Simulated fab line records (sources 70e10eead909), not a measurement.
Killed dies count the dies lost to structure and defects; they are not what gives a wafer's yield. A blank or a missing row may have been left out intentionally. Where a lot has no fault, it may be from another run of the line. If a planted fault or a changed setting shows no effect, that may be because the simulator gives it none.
Which tool was responsible? ; flow nand-harc ; 36 wafers from 12 lots sampled at 5 of the route's 1159 steps

WHAT THE GAUGES READ, wafer by wafer
NHARC_A_CONTACT_CD_MEAS_80.
lot;measured;on;cd-nm (nm)
L552;day 17 03:14;cd-sem-02;189.1 190.0 189.4
L556;day 18 01:54;cd-sem-02;190.1 189.4 188.9
L558;day 18 19:22;cd-sem-02;190.3 189.3 189.6
L559;day 19 10:02;cd-sem-02;188.9 189.5 189.3
L562;day 19 18:58;cd-sem-01;189.1 189.0 188.7
L567;day 21 00:19;cd-sem-03;189.4 189.0 189.0
L566;day 21 03:55;cd-sem-03;190.2 189.7 190.3
L569;day 21 04:50;cd-sem-01;188.9 189.3 188.1
L568;day 21 05:40;cd-sem-02;189.5 190.0 190.7
L570;day 22 00:03;cd-sem-02;189.0 188.7 188.3
L572;day 22 05:50;cd-sem-03;189.7 189.9 190.0
L571;day 22 12:38;cd-sem-01;189.8 190.0 190.5

NHARC_END_SORT_01.
lot;measured;on;killed-at-array;killed-at-other;killed-at-periphery;killed-dies;killed-open;killed-short
L559;day 21 18:22;prober-02;674 675 674;0 0 0;3 2 3;677 677 677;4 8 1;2 3 3
L562;day 22 03:00;prober-01;673 670 672;0 0 0;4 7 5;677 677 677;6 2 6;4 4 0
L567;day 23 06:13;prober-02;17 29 24;0 0 0;3 1 0;20 30 24;1 4 1;4 3 2

TOOL THAT RAN EACH LOT (tool first, then ch and the chambers of the sampled wafers, then the start)
lot;NHARC_A_CONTACT_ETCH_129;NHARC_A_CONTACT_ETCH_132;NHARC_A_CONTACT_ETCH_97
L552;har-cap-etch-03 ch 0,1, day 17 01:39;har-cap-etch-03 ch 0,1, day 17 02:05;rie-diel-02 ch 1,3, day 17 03:14 or earlier
L556;har-cap-etch-03 ch 0,1, day 18 00:18;har-cap-etch-03 ch 0,1, day 18 00:52;rie-diel-12 ch 0,1, day 18 01:54 or earlier
L558;har-cap-etch-03 ch 0,1, day 18 18:01;har-cap-etch-03 ch 0,1, day 18 18:26;rie-diel-12 ch 1,3, day 18 19:22 or earlier
L559;har-cap-etch-03 ch 0,1, day 19 08:43;har-cap-etch-03 ch 0,1, day 19 09:08;rie-diel-12 ch 0,1, day 19 10:02 or earlier
L562;har-cap-etch-03 ch 0,1, day 19 17:34;har-cap-etch-03 ch 0,1, day 19 17:59;rie-diel-12 ch 0,2,3, day 19 18:53
L567;har-cap-etch-02 ch 0,1, day 20 22:59;har-cap-etch-02 ch 0,1, day 20 23:25;rie-diel-12 ch 0,1,2, day 21 00:19 or earlier
L566;har-cap-etch-01 ch 0,1, day 21 02:23;har-cap-etch-01 ch 0,1, day 21 02:49;rie-diel-04 ch 0,3, day 21 03:49
L569;har-cap-etch-03 ch 0,1, day 21 03:29;har-cap-etch-03 ch 0,1, day 21 03:55;rie-diel-12 ch 0,1,3, day 21 04:50 or earlier
L568;har-cap-etch-02 ch 1, day 21 04:20;har-cap-etch-02 ch 1, day 21 04:46;rie-diel-12 ch 0,2,3, day 21 05:40 or earlier
L570;har-cap-etch-01 ch 0,1, day 21 22:40;har-cap-etch-01 ch 0,1, day 21 23:05;rie-diel-12 ch 0,1,3, day 22 00:03 or earlier
L572;har-cap-etch-02 ch 0,1, day 22 04:29;har-cap-etch-02 ch 0,1, day 22 04:54;rie-diel-12 ch 0,3, day 22 05:50 or earlier
L571;har-cap-etch-02 ch 0,1, day 22 11:19;har-cap-etch-02 ch 0,1, day 22 11:44;rie-diel-12 ch 1,2,3, day 22 12:38 or earlier
- NHARC_A_CONTACT_ETCH_129: etches the open film in C4F8/O2/Ar, time 155 s, target depth 956 nm.
- NHARC_A_CONTACT_ETCH_132: etches the open film in C4F8/O2/Ar, time 156 s, target depth 958 nm.
- NHARC_A_CONTACT_ETCH_97: etches the open film in C4F6/O2, target depth 20 nm, time 10 s.

WHAT THE TOOLS THEMSELVES READ (means of the sampled wafers that have a number; where no wafer has one, the mark that the record gives instead)
NHARC_A_CONTACT_ETCH_129.
lot;tool;chamber-pressure-mTorr (mTorr);oes-air-line-au (a.u.)
L552;har-cap-etch-03;19.998;1.017
L556;har-cap-etch-03;19.978;1.006
L558;har-cap-etch-03;19.987;0.989
L559;har-cap-etch-03;-;-
L562;har-cap-etch-03;-;-
L567;har-cap-etch-02;20.017;0.985
L566;har-cap-etch-01;19.981;0.986
L569;har-cap-etch-03;20.000;1.011
L568;har-cap-etch-02;20.021;1.006
L570;har-cap-etch-01;20.004;0.988
L572;har-cap-etch-02;20.000;0.995
L571;har-cap-etch-02;20.005;1.015

NHARC_A_CONTACT_ETCH_132.
lot;tool;chamber-pressure-mTorr (mTorr);oes-air-line-au (a.u.)
L552;har-cap-etch-03;20.006;0.990
L556;har-cap-etch-03;19.992;1.038
L558;har-cap-etch-03;19.970;0.970
L559;har-cap-etch-03;19.992;0.993
L562;har-cap-etch-03;19.995;1.019
L567;har-cap-etch-02;19.999;1.016
L566;har-cap-etch-01;20.021;0.990
L569;har-cap-etch-03;20.000;1.014
L568;har-cap-etch-02;20.008;1.022
L570;har-cap-etch-01;19.981;1.017
L572;har-cap-etch-02;19.996;0.993
L571;har-cap-etch-02;19.991;1.005

NHARC_A_CONTACT_ETCH_97.
lot;tool;bias-w (W);c4f6-flow-sccm (sccm);drypump-motor-current-A (A);mfc-ar-sccm (sccm);o2-flow-sccm (sccm);oes-product-au (a.u.);rf-vpp-V (V);showerhead-plenum-p-Torr (Torr);throttle-valve-pct (%)
L552;rie-diel-02;500.4;24.98;5.5;499.1;19.99;0.998;547.2;3.94;26.900
L556;rie-diel-12;498.1;24.95;5.2;499.9;20.03;0.957;547.5;3.97;26.890
L558;rie-diel-12;502.0;25.01;5.7;499.1;20.00;0.948;545.6;3.87;26.906
L559;rie-diel-12;498.7;25.00;5.2;499.1;20.00;0.988;547.8;3.96;26.901
L562;rie-diel-12;499.3;25.00;5.6;500.1;20.00;0.935;544.3;3.83;26.891
L567;rie-diel-12;500.0;25.08;5.1;499.8;19.95;0.936;547.4;3.94;26.900
L566;rie-diel-04;499.5;25.05;5.5;500.2;19.99;0.975;545.6;3.82;26.900
L569;rie-diel-12;499.3;25.06;5.5;500.4;19.99;0.939;546.1;3.91;26.896
L568;rie-diel-12;500.3;24.99;5.6;499.2;19.99;0.933;543.9;3.82;26.897
L570;rie-diel-12;499.9;24.99;5.4;500.0;19.98;0.947;545.6;3.91;26.914
L572;rie-diel-12;499.6;25.02;5.7;499.2;20.02;0.949;544.5;3.84;26.910
L571;rie-diel-12;499.8;25.02;5.3;499.8;19.95;0.961;545.2;3.88;26.907

THE ANSWER, worked out from the rows above alone
Rule: what is usual is taken from the lots themselves. Put in order of their means at a reading, lots are off if they are a third of the lots or fewer, leave a main group of 4 or more, and stand apart from it by a gap of 3 or more times the standard deviation of the main group's means; of several such gaps the widest counts. A main group is skipped when, at the precision printed for the reading in the tables above, its means are all equal. A lot without any number at a reading at which 4 lots or more have one is off too. The other lots that the step has rows for count as sound. First the gauges in route order, then the tools' own readings, where a lot's mean is used as printed above. The first step at which some lot is off is used, and at that step the reading that is off furthest; a lot without a number counts as furthest.
Off: L559, L562 (NHARC_A_CONTACT_ETCH_129, chamber-pressure-mTorr). Without a number there: L559, L562. Mean 19.999 mTorr and standard deviation 0.013 in the main group.
If a tool, at that step or one of the process steps before it, ran each lot that is off and ran no sound lot following the first of them, it fits. Not one of the candidates tried fits.

WHAT THE SIMULATOR HAD INSERTED
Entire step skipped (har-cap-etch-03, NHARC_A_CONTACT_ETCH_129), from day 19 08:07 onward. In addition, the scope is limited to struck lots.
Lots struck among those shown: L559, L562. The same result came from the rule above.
